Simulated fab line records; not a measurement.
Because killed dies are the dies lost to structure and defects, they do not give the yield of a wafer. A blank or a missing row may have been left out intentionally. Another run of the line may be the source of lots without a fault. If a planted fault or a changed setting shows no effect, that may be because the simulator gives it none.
Which tool is to blame? ; flow n5_finfet ; 10 lots with 30 wafers sampled at 6 steps, on a route of 1938 steps

== WHAT THE GAUGES SHOWED, per wafer ==
N5_START_INSPECT_01: inspects for defects (unpatterned scan).
lot;measured;on;raw_defect_count
L710;day 1 18:02;defect_inspect-01;5 3 6
L711;day 2 00:02;defect_inspect-02;2 9 6
L712;day 2 06:02;defect_inspect-01;4 7 2
L713;day 2 12:02;defect_inspect-02;5 3 8
L714;day 2 18:02;defect_inspect-01;2 8 1
L722;day 4 18:02;defect_inspect-01;4 7 5
L723;day 5 00:02;defect_inspect-01;2 1 5
L725;day 5 12:02;defect_inspect-02;7 4 5
L728;day 6 06:02;defect_inspect-01;5 4 5
L731;day 7 00:02;defect_inspect-02;6 7 5

N5_WELL_APT_OVL_MEAS_26.
lot;measured;on;PWELL_OVL (nm)
L710;day 1 20:58;overlay-02;2 1 -3
L711;day 2 02:52;overlay-02;10 5 11
L712;day 2 09:11;overlay-02;3 -4 2
L713;day 2 14:53;overlay-02;4 2 -4
L714;day 2 21:07;overlay-01;10 4 3
L722;day 4 21:50;overlay-01;54 60 60
L723;day 5 02:47;overlay-02;54 50 55
L725;day 5 15:11;overlay-01;6 5 6
L728;day 6 08:43;overlay-02;-5 -8 -6
L731;day 7 03:25;overlay-01;-2 3 -3

N5_PMOS_HMC_CHANNEL_EPI_INSPECT_11: inspects for defects (macro).
lot;measured;on;raw_defect_count
L710;day 1 23:17;defect_inspect-01;4 1 0
L711;day 2 05:47;defect_inspect-02;2 0 4
L712;day 2 11:39;defect_inspect-01;0 2 3
L713;day 2 17:07;defect_inspect-01;4 3 2
L714;day 2 23:46;defect_inspect-01;2 2 0
L722;day 5 00:01;defect_inspect-02;2 3 1
L723;day 5 05:00;defect_inspect-02;2 4 2
L725;day 5 17:28;defect_inspect-01;1 1 4
L728;day 6 10:49;defect_inspect-02;1 2 3
L731;day 7 05:38;defect_inspect-01;4 5 3

N5_BEOL_M4_RC_MEAS_101.
lot;measured;on;DIBL_N (mV/V);DIBL_P (mV/V);IOFF_N (nA/um);IOFF_P (nA/um);ION_N (uA/um);ION_P (uA/um);SS_N (mV/dec);SS_P (mV/dec);VT_N (mV);VT_P (mV)
L710;day 8 08:55;prober-02;34.6 34.0 37.1;34.5 33.7 37.9;0.14 0.13 0.18;0.19 0.17 0.23;669 667 689;462 460 467;71.7 71.6 71.5;72.8 72.1 73.1;252 253 246;-248 -253 -247
L711;day 8 13:37;prober-01;36.0 35.2 37.9;37.7 36.5 39.5;0.17 0.16 0.22;0.24 0.22 0.28;685 686 693;469 471 476;71.2 71.3 72.1;73.6 73.5 74.4;248 249 247;-250 -250 -246
L712;day 8 23:29;prober-01;35.5 36.5 34.6;36.7 37.4 35.5;0.17 0.20 0.16;0.22 0.23 0.19;701 691 686;472 463 464;71.6 71.4 71.5;73.9 73.5 73.5;246 246 250;-246 -246 -251
L713;day 9 21:58;prober-02;35.7 34.6 36.0;37.8 35.9 37.8;0.17 0.14 0.18;0.19 0.17 0.20;678 662 680;457 451 459;71.7 71.5 71.9;73.8 73.2 74.4;250 252 247;-254 -256 -251
L714;day 9 17:30;prober-02;37.9 35.0 37.2;39.1 34.9 37.8;0.19 0.13 0.16;0.23 0.17 0.21;686 666 669;461 458 459;72.5 70.4 71.7;74.7 73.3 73.2;247 255 251;-251 -254 -252
L722;day 11 12:10;prober-02;38.0 34.5 38.1;36.6 33.9 37.7;0.19 0.13 0.20;0.25 0.21 0.28;695 676 695;473 473 474;72.4 70.4 72.4;73.9 72.5 74.1;243 250 244;-244 -250 -244
L723;day 11 16:40;prober-01;34.4 36.8 37.4;34.9 37.8 38.2;0.12 0.15 0.16;0.16 0.20 0.20;665 668 682;453 456 465;69.9 71.1 71.3;72.7 73.4 73.6;255 254 253;-258 -252 -254
L725;day 12 04:37;prober-01;34.6 35.9 36.6;35.4 36.7 36.7;0.13 0.16 0.17;0.18 0.20 0.19;671 684 684;468 471 466;69.9 71.1 71.0;72.8 73.8 73.2;252 251 253;-253 -252 -252
L728;day 13 08:45;prober-01;36.3 38.7 38.8;34.1 36.9 36.5;0.15 0.20 0.21;0.21 0.25 0.24;680 689 686;469 472 465;71.4 72.1 71.3;73.1 73.9 73.6;249 247 247;-249 -248 -248
L731;day 13 18:07;prober-01;38.1 36.0 34.3;38.2 34.8 33.1;0.17 0.14 0.12;0.26 0.20 0.18;678 674 669;476 470 466;71.5 71.9 70.5;74.7 72.7 72.2;251 252 254;-248 -250 -251

== WHICH TOOL RAN EACH LOT (tool, then ch and the chambers of the sampled wafers, then the start) ==
lot;N5_WELL_APT_EXPOSE_22;N5_WELL_APT_RTA_34
L710;krf_scanner-02 ch 0, day 1 20:46;rtp_anneal-02 ch 0, day 1 21:56
L711;krf_scanner-02 ch 0, day 2 02:40;rtp_anneal-02 ch 0, day 2 03:57
L712;krf_scanner-02 ch 0, day 2 09:00;rtp_anneal-02 ch 0, day 2 10:07
L713;krf_scanner-02 ch 0, day 2 14:41;rtp_anneal-01 ch 0, day 2 15:52
L714;krf_scanner-02 ch 0, day 2 20:55;rtp_anneal-02 ch 0, day 2 21:58
L722;krf_scanner-02 ch 0, day 4 21:38;rtp_anneal-02 ch 0, day 4 22:40
L723;krf_scanner-02 ch 0, day 5 02:36;rtp_anneal-02 ch 0, day 5 03:40
L725;krf_scanner-01 ch 0, day 5 14:59;rtp_anneal-02 ch 0, day 5 16:01
L728;krf_scanner-01 ch 0, day 6 08:31;rtp_anneal-01 ch 0, day 6 09:34
L731;krf_scanner-01 ch 0, day 7 03:13;rtp_anneal-02 ch 0, day 7 04:14
- N5_WELL_APT_EXPOSE_22: exposes mask PWELL, defocus 0 nm, target cd 200 nm.
- N5_WELL_APT_RTA_34: time 10 s.

== AS READ BY THE TOOLS THEMSELVES (means over the sampled wafers that have a number; for cases with no such wafer, the mark the record gives instead) ==
N5_WELL_APT_EXPOSE_22.
lot;tool;focus_offset_nm (nm);stage_vel_mm_s (mm/s)
L710;krf_scanner-02;0.0;500.28
L711;krf_scanner-02;0.1;499.77
L712;krf_scanner-02;0.6;500.11
L713;krf_scanner-02;0.1;500.29
L714;krf_scanner-02;0.3;499.75
L722;krf_scanner-02;0.5;500.18
L723;krf_scanner-02;-0.2;500.24
L725;krf_scanner-01;0.5;499.98
L728;krf_scanner-01;0.5;499.90
L731;krf_scanner-01;0.0;500.05

N5_WELL_APT_RTA_34.
lot;tool;lamp_power_pct (%);wafer_temp_C_max
L710;rtp_anneal-02;12.99;1003.3
L711;rtp_anneal-02;12.99;1003.7
L712;rtp_anneal-02;13.00;1002.6
L713;rtp_anneal-01;13.02;1002.0
L714;rtp_anneal-02;13.01;1003.3
L722;rtp_anneal-02;13.01;1004.1
L723;rtp_anneal-02;12.97;1004.0
L725;rtp_anneal-02;12.93;1003.4
L728;rtp_anneal-01;13.00;1003.7
L731;rtp_anneal-02;13.04;1003.7

== THE ANSWER, worked out from the rows above alone ==
Rule: the usual values come from the lots themselves. Put in order of their means at a reading, lots are off if they are a third of the lots or fewer, leave a main group of 4 or more, and stand apart from it by a gap of 3 or more times the standard deviation of the main group's means; of several such gaps the widest counts. The tables above print the reading to a certain number of digits; a main group whose means all agree to those digits is not used. A lot without any number at a reading at which 4 lots or more have one is off too. Any other lot the step has rows for is counted as sound. After the gauges, taken in route order, come the tools' own readings; for these a lot's mean is taken, as printed above. The first step at which some lot is off is used, and at that step the reading that is off furthest; a lot without a number counts as furthest.
Off: at N5_WELL_APT_OVL_MEAS_26 (PWELL_OVL), L722, L723. The main group has a mean of 2 nm with a standard deviation of 4.4.
If a tool, at a process step before that reading, ran all the lots that are off and no sound lot after the first of them, it fits. The gauges at N5_WELL_APT_OVL_MEAS_26 are tried like those tools. One fits: N5_WELL_APT_EXPOSE_22 on krf_scanner-02. A fault onset in the window from L714 (day 2 20:55, its last sound lot) to L722 (day 4 21:38, its first lot off) fits.

== WHAT THE SIMULATOR PUT IN ==
Scanner matching overlay: krf_scanner-02, from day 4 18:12 on, at N5_WELL_APT_EXPOSE_22. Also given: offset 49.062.
Lots struck among those shown: L722, L723. The rule above found the same.
